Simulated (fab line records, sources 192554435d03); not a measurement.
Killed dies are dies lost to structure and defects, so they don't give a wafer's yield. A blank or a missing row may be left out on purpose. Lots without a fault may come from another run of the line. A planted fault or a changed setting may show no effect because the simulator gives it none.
Chamber matching | flow n5_finfet | N5_BEOL_M0_ETCH_138 on rie_diel-02: 4 sister chambers
The step etches SiCN in CH3F/O2, target depth 12 nm, time 31.6 s. 4 wafers are shown with their chamber, then 8 later ones without.

WAFERS WITH THEIR CHAMBER
wafer  | chamber | drypump_motor_current_A (A)
L085.4 | 1       | 6.6
L087.5 | 0       | 5.6
L087.6 | 3       | 5.6
L095.1 | 2       | 5.5

WAFERS WITHOUT THEIR CHAMBER
wafer  | drypump_motor_current_A (A)
L095.2 | 5.6
L095.3 | 5.7
L096.1 | 5.5
L096.3 | 5.6
L096.4 | 6.6
L097.2 | 5.6
L097.4 | 5.5
L097.6 | 5.6

WHICH CHAMBER EACH WENT THROUGH
wafer  | from the rows above     | in truth
L095.2 | can't be placed: 0 or 3 | 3
L095.3 | can't be placed: 0 or 3 | 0
L096.1 | 2                       | 2
L096.3 | can't be placed: 0 or 3 | 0
L096.4 | 1                       | 1
L097.2 | can't be placed: 0 or 3 | 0
L097.4 | 2                       | 2
L097.6 | can't be placed: 0 or 3 | 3
Placed correctly: 3 of 8. Can't be placed from these rows: 5 (the true chamber is among the candidates in 5). Placed wrongly: 0.
How it was worked out, from the rows above alone: a wafer's distance from a chamber is the root of the sum, over the readings, of the square of ((its reading less the chamber's mean) divided by the reading's scatter). The wafer belongs to the nearest chamber; if the next one is less than 2 further off, it can't be placed. A chamber's mean is the mean of its shown wafers. The scatter: with one shown wafer a chamber, the root of the mean of the squares of how far each hidden wafer lies from its nearest shown one.
